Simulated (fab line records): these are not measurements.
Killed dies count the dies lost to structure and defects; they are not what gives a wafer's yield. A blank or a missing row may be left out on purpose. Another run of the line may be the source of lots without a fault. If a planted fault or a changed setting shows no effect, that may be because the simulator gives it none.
What tool caused it?	flow nand-harc	6 lots, 18 wafers sampled, at 4 steps of a route of 1159

## WHAT THE GAUGES READ, wafer by wafer
NHARC_THIN_TSV_CD_MEAS_16.
lot	measured	on	cd-nm (nm)
L363	day 19 05:58	cd-sem-01	997.4 998.8 999.1
L366	day 20 08:15	cd-sem-01	1001.1 1003.0 1000.5
L370	day 21 03:04	cd-sem-03	994.8 994.2 995.5
L372	day 21 13:19	cd-sem-02	1001.3 998.7 1003.9
L377	day 23 12:47	cd-sem-02	1001.2 1002.8 1003.2
L383	day 24 16:53	cd-sem-02	997.4 994.7 996.6

## WHICH TOOL RAN EACH LOT (tool, then ch and the chambers of the sampled wafers, then the start)
lot	NHARC_A_CONTACT_STRIP_101	NHARC_THIN_TSV_DESCUM_14	NHARC_THIN_TSV_ETCH_44
L363	rie-diel-04 ch 0,2,3, day 17 03:15	rie-diel-08 ch 1,2,3, day 19 05:10	rie-diel-08 ch 0,1,2, day 19 05:25
L366	rie-diel-04 ch 0,2, day 18 05:04	rie-diel-08 ch 0,2,3, day 20 07:26	rie-diel-08 ch 0,1,2, day 20 07:31
L370	rie-diel-04 ch 0,1,2, day 18 21:11	rie-diel-09 ch 1,2,3, day 21 02:09	rie-diel-09 ch 1,2,3, day 21 02:27
L372	rie-diel-04 ch 0,2,3, day 19 08:25	rie-diel-10 ch 0,2,3, day 21 12:31	rie-diel-10 ch 2,3, day 21 12:40
L377	rie-diel-02 ch 0,3, day 21 07:04	rie-diel-10 ch 0,1,2, day 23 11:53	rie-diel-10 ch 0,1,2, day 23 12:11
L383	rie-diel-04 ch 2,3, day 22 11:49	rie-diel-10 ch 1,2, day 24 16:04	rie-diel-10 ch 2,3, day 24 16:13
- NHARC_A_CONTACT_STRIP_101: strips in O2/COS.
- NHARC_THIN_TSV_DESCUM_14: chemistry O2, time 3 s.
- NHARC_THIN_TSV_ETCH_44: etches the open film in CF4/O2, target depth 1594.2 nm, time 797.1 s.

## THE ANSWER, worked out from the rows above alone
Rule: usual is defined by the lots themselves. Put in order of their means at a reading, lots are off if they are a third of the lots or fewer, leave a main group of 4 or more, and stand apart from it by a gap of 3 or more times the standard deviation of the main group's means; of several such gaps the widest counts. If all means in a main group match to the digits the tables above print for the reading, that group is not used. Also off: a lot with no number at a reading for which 4 or more lots have one. All remaining lots with rows at the step are treated as sound.
Nothing can be told from this: no lot is off at any reading shown.

## WHAT THE SIMULATOR PUT IN
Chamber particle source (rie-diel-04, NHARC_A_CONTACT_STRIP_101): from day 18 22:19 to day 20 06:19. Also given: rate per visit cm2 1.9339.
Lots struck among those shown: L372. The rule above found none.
